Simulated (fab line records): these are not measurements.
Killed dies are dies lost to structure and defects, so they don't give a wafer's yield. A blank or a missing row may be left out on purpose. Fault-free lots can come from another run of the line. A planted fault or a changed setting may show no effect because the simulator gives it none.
fab line records	flow n5-finfet
record lots=13	wafers=31	last-day=17
route steps=1938 shown BEOL_M12@1603
lots that met no fault: from a run of the same line without faults
start-h: the number of hours between the record's first day and the start of the first shown wafer of the lot	wait-h: hours since the lot's step before	" unchanged from the row above	L1.1+2: several wafers, shown together as one row	- either no value or no given start	* or withheld: withheld	< > ~ a bound
route shown NAME@n: a module of which the file shows steps, and the number in the route of the first	usual: mean/standard deviation taken from wafers without a fault	same: alike in all rows	chamber/n: place in a boat	sites: each site's reading	_std_site: how widely they spread, as a standard deviation	_edge_site: the outer-site mean with the inner-site mean subtracted	radius-mm: for every site, how far away it sits from the centre of the wafer	mask NAME#n: copy n	behind: the most recent tool/chamber to have shaped the wafer	hold: the reason the lot was held/the length of the hold in hours/how it ended	device: transistor that didn't switch, given as n, p or np	end of line: tests run on the same wafers once the route is complete	where a step has no rows: the recipe by itself	killed: dies that structure and defects cost at the first sort, which is not the same as the wafer's yield	map: a wafer's dies, x killed, . not, _ none there
set.NAME: the setting the step ran with; set.NAME@STEP: the setting that earlier step ran with	model.NAME: the simulator's own value behind a step, which no gauge read
one table for each step of the route and one row for each wafer, over a sample of lots
services: a tool's chamber out of use, with start hour (start-h, from the record's first day; less than 0 if before it), hours out, and reason
## steps
# step N5_BEOL_M12_THK_MEAS_01
# recipe reads=SiOC_of_BEOL_M12_ILD_DEP_00
# usual M12_ILD_THK=657/7.7
lot.wafer	tool	chamber	start-h	wait-h	M12_ILD_THK[nm]
L168.2	film-metro-02	-	237.74	0.1	645
L168.3	"	-	"	"	651
L168.5	"	-	"	"	653
L170.2	film-metro-01	-	239.03	0.1	648
L170.4	"	-	"	"	660
L170.5	"	-	"	"	660
L175.1	film-metro-02	-	266.63	0.1	649
L175.3	"	-	"	"	646
L175.6	"	-	"	"	660
L174.2	film-metro-01	-	273.55	0.1	653
L174.3	"	-	"	"	649
L174.4	"	-	"	"	667
L176.2	film-metro-02	-	276.88	0.1	653
L176.3	"	-	"	"	644
L176.6	"	-	"	"	662
L180.3	film-metro-01	-	303.14	0.1	648
L180.4	"	-	"	"	657
L180.6	"	-	"	"	663
L183.2	film-metro-01	-	310.90	0.1	648
L183.3	"	-	"	"	654
L183.5	"	-	"	"	661
L181.1	film-metro-02	-	315.15	0.1	640
L181.4	"	-	"	"	668
L181.6	"	-	"	"	658
L185.5	film-metro-01	-	335.99	0.0	662
L187.5	film-metro-01	-	339.18	0.0	672
L186.2	film-metro-02	-	343.20	0.1	650
L188.4	film-metro-01	-	348.15	0.1	661
L190.2	film-metro-02	-	373.04	0.1	655
L190.3	"	-	"	"	651
L190.5	"	-	"	"	663
# step N5_BEOL_M12_ETCH_59
# recipe chemistry=N2/H2	target=BARC	target-depth-a=890	overetch-a=267	time-s=67.9	ion-energy-ev=200	pressure-mtorr=30	source-w=840	bias-w=150	n2-flow-sccm=200	h2-flow-sccm=200
# usual drypump-motor-current-A=6.0/0.51	oes-product-au=0.69/0.063	rf-vpp-V=524.4/2	showerhead-plenum-p-Torr=2.57/0.073	throttle-valve-pct=17.8/0.33
lot.wafer	tool	chamber	start-h	wait-h	drypump-motor-current-A	oes-product-au	rf-hours-counter-h	rf-vpp-V	showerhead-plenum-p-Torr	throttle-valve-pct
L168.2	rie-diel-05	0	238.29	0.0	5.6	0.69	108	521.3	2.45	17.6
L168.3	"	2	"	"	6.6	0.64	173	521.9	2.54	17.8
L168.5	"	3	"	"	5.6	0.65	-	526.5	2.65	17.9
L170.2	rie-diel-04	3	239.58	0.0	5.6	0.61	217	524.8	2.62	17.7
L170.4	"	2	"	"	5.8	0.76	-	526.0	2.60	17.4
L170.5	"	3	"	"	5.7	0.60	-	525.8	2.62	17.6
L175.1	rie-diel-05	0	267.06	0.0	5.6	0.68	117	522.6	2.44	17.6
L175.3	"	3	"	"	5.5	0.64	162	526.8	2.64	17.9
L175.6	"	0	"	"	5.6	0.67	-	519.6	2.44	17.6
L174.2	rie-diel-01	0	273.97	0.0	5.5	0.71	85	524.4	2.57	18.1
L174.3	"	2	"	"	6.6	0.60	227	523.5	2.50	17.9
L174.4	"	1	"	"	6.6	0.71	92	524.5	2.57	18.3
L176.2	rie-diel-01	2	277.46	0.0	6.6	0.59	228	522.6	2.50	17.9
L176.3	"	0	"	"	5.5	0.72	86	523.3	2.57	18.2
L176.6	"	1	"	"	6.6	0.71	-	525.1	2.56	18.3
L180.3	rie-diel-01	0	303.76	0.0	5.5	0.71	96	525.4	2.56	18.2
L180.4	"	2	"	"	6.6	0.58	-	522.6	2.50	17.9
L180.6	"	0	"	"	5.5	0.71	-	524.3	2.56	18.2
L183.2	rie-diel-05	2	311.33	0.0	6.6	0.63	200	523.5	2.53	17.9
L183.3	"	3	"	"	5.6	0.63	176	526.5	2.64	17.9
L183.5	"	0	"	"	5.6	0.67	-	521.5	2.44	17.6
L181.1	rie-diel-05	3	315.70	0.0	5.5	0.63	178	526.0	2.64	17.9
L181.4	"	2	"	"	6.6	0.63	202	523.7	2.52	17.9
L181.6	"	2	"	"	6.6	0.63	-	523.8	2.52	17.9
L185.5	rie-diel-01	3	336.57	0.0	5.1	0.80	-	528.2	2.71	17.5
L187.5	rie-diel-01	0	339.63	0.0	5.5	0.70	-	523.3	2.56	18.2
L186.2	rie-diel-05	0	343.75	0.0	5.6	0.66	144	520.7	2.43	17.7
L188.4	rie-diel-04	0	348.58	0.0	6.6	0.76	37	527.1	2.70	17.4
L190.2	rie-diel-04	2	373.59	0.0	5.7	0.69	68	526.1	2.58	17.5
L190.3	"	3	"	"	5.7	0.78	14	524.3	2.60	17.3
L190.5	"	1	"	"	5.7	0.62	-	524.0	2.52	18.3
# step N5_BEOL_M12_EXPOSE_25
# recipe mask-id=M12	na=0.93	source-shape=conventional	sigma-outer=0.4	polarization=unpolarized	dose-mj=21.8
# same sigma-outer=0.4
lot.wafer	tool	chamber	start-h	wait-h	mask
L168.2+3+5	krf-scanner-02	0	238.91	-	M12#0
L170.2+4+5	krf-scanner-01	0	240.32	-	M12#0
L175.1+3+6	krf-scanner-01	0	267.67	-	M12#0
L174.2+3+4	krf-scanner-01	0	274.59	-	M12#0
L176.2+3+6	krf-scanner-02	0	278.20	-	M12#0
L180.3+4+6	krf-scanner-02	0	304.38	-	M12#0
L183.2+3+5	krf-scanner-01	0	312.07	-	M12#0
L181.1+4+6	krf-scanner-01	0	316.32	-	M12#0
L185.5	krf-scanner-01	0	337.18	-	M12#0
L187.5	krf-scanner-01	0	340.25	-	M12#0
L186.2	krf-scanner-01	0	345.74	-	M12#0
L188.4	krf-scanner-01	0	349.21	-	M12#0
L190.2+3+5	krf-scanner-02	0	374.21	-	M12#0
# step N5_BEOL_M12_CD_MEAS_28
# recipe target-cd-nm=160.2	landing-energy-ev=500	detector=se-inlens	polarity=opening
# usual cd-nm=160.3/1.2
# same landing-energy-ev=500
lot.wafer	tool	chamber	start-h	wait-h	cd-nm
L168.2	cd-sem-01	0	239.08	-	159.6
L168.3	"	0	"	"	159.9
L168.5	"	0	"	"	160.5
L170.2	cd-sem-01	0	240.49	-	161.3
L170.4	"	0	"	"	160.6
L170.5	"	0	"	"	161.2
L175.1	cd-sem-01	0	267.84	-	158.9
L175.3	"	0	"	"	160.5
L175.6	"	0	"	"	160.3
L174.2	cd-sem-01	0	274.76	-	158.7
L174.3	"	0	"	"	158.7
L174.4	"	0	"	"	159.7
L176.2	cd-sem-03	0	278.37	-	160.5
L176.3	"	0	"	"	161.1
L176.6	"	0	"	"	160.9
L180.3	cd-sem-01	0	304.55	-	159.2
L180.4	"	0	"	"	158.4
L180.6	"	0	"	"	159.1
L183.2	cd-sem-02	0	312.24	-	160.4
L183.3	"	0	"	"	162.1
L183.5	"	0	"	"	161.2
L181.1	cd-sem-02	0	316.49	-	158.5
L181.4	"	0	"	"	158.6
L181.6	"	0	"	"	159.6
L185.5	cd-sem-01	0	337.34	-	160.2
L187.5	cd-sem-03	0	340.40	-	159.4
L186.2	cd-sem-02	0	345.91	-	160.6
L188.4	cd-sem-01	0	349.37	-	159.1
L190.2	cd-sem-01	0	374.37	-	161.6
L190.3	"	0	"	"	161.9
L190.5	"	0	"	"	160.5
# step N5_BEOL_M12_OVL_MEAS_29
# recipe points-per-wafer=44
# usual M12_OVL=-2/5.6
lot.wafer	tool	chamber	start-h	wait-h	M12_OVL[nm]
L168.2	overlay-02	0	239.11	0.0	1
L168.3	"	0	"	"	3
L168.5	"	0	"	"	4
L170.2	overlay-02	0	240.52	0.0	-7
L170.4	"	0	"	"	-8
L170.5	"	0	"	"	3
L175.1	overlay-01	0	267.87	0.0	5
L175.3	"	0	"	"	8
L175.6	"	0	"	"	-3
L174.2	overlay-02	0	274.79	0.0	0
L174.3	"	0	"	"	-3
L174.4	"	0	"	"	-1
L176.2	overlay-02	0	278.40	0.0	-9
L176.3	"	0	"	"	-14
L176.6	"	0	"	"	-5
L180.3	overlay-02	0	304.57	0.0	5
L180.4	"	0	"	"	0
L180.6	"	0	"	"	-3
L183.2	overlay-01	0	312.27	0.0	2
L183.3	"	0	"	"	3
L183.5	"	0	"	"	-3
L181.1	overlay-01	0	316.52	0.0	-2
L181.4	"	0	"	"	-4
L181.6	"	0	"	"	-4
L185.5	overlay-02	0	337.36	0.0	62
L187.5	overlay-02	0	340.43	0.0	67
L186.2	overlay-02	0	345.94	0.0	70
L188.4	overlay-02	0	349.39	0.0	56
L190.2	overlay-02	0	374.40	0.0	-1
L190.3	"	0	"	"	5
L190.5	"	0	"	"	-4
## services
tool	chamber	start-h	hours	kind
rie-diel-04	1	217.31	5.0	repair
rie-diel-01	3	221.31	4.5	repair
krf-scanner-01	-	225.96	2.4	repair
rie-diel-01	2	240.16	6.1	repair
rie-diel-04	1	265.61	2.8	repair
rie-diel-04	1	270.86	4.3	repair
krf-scanner-02	-	276.20	1.3	pm
rie-diel-01	3	279.36	-	clean
rie-diel-01	3	279.36	-	consumable-replace:focus-ring
rie-diel-01	3	279.36	-	consumable-replace:showerhead
rie-diel-01	3	279.36	15.2	scheduled-down
rie-diel-01	3	279.36	15.2	vent-cycle
rie-diel-04	3	283.85	4.2	repair
krf-scanner-01	-	284.24	0.8	pm
rie-diel-01	1	284.52	2.1	repair
rie-diel-04	2	298.45	3.9	repair
rie-diel-01	3	303.05	3.8	repair
krf-scanner-02	-	306.33	0.8	pm
krf-scanner-02	-	321.51	1.0	pm
krf-scanner-01	0	323.05	-	calibration
rie-diel-01	2	331.60	-	clean
krf-scanner-01	-	340.58	1.0	pm
krf-scanner-02	-	343.07	0.5	repair
krf-scanner-02	0	362.55	-	calibration
## key
first-sign step=N5_BEOL_M12_OVL_MEAS_29	reading=M12_OVL	direction=up	sigmas=12	usual=-2	struck=64
effect none on later readings
met-at N5_BEOL_M12_EXPOSE_25
struck-lots L185,L186,L187,L188
not-acting-at N5_BEOL_M12_THK_MEAS_01,N5_BEOL_M12_ETCH_59,N5_BEOL_M12_CD_MEAS_28
onset-between 316.32 337.18
earlier-fault kind=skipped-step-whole	tool=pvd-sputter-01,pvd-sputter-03	chamber=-	onset-h=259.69	steps=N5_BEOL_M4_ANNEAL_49	scope=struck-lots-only
earlier-fault kind=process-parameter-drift	tool=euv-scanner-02	chamber=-	onset-h=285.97	steps=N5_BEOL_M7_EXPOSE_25	channel=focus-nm	offset=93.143	spread-by-wafer=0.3	shape=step
fault kind=scanner-matching-overlay	tool=krf-scanner-01	chamber=-	onset-h=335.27	steps=N5_BEOL_M12_EXPOSE_25	offset=63.589
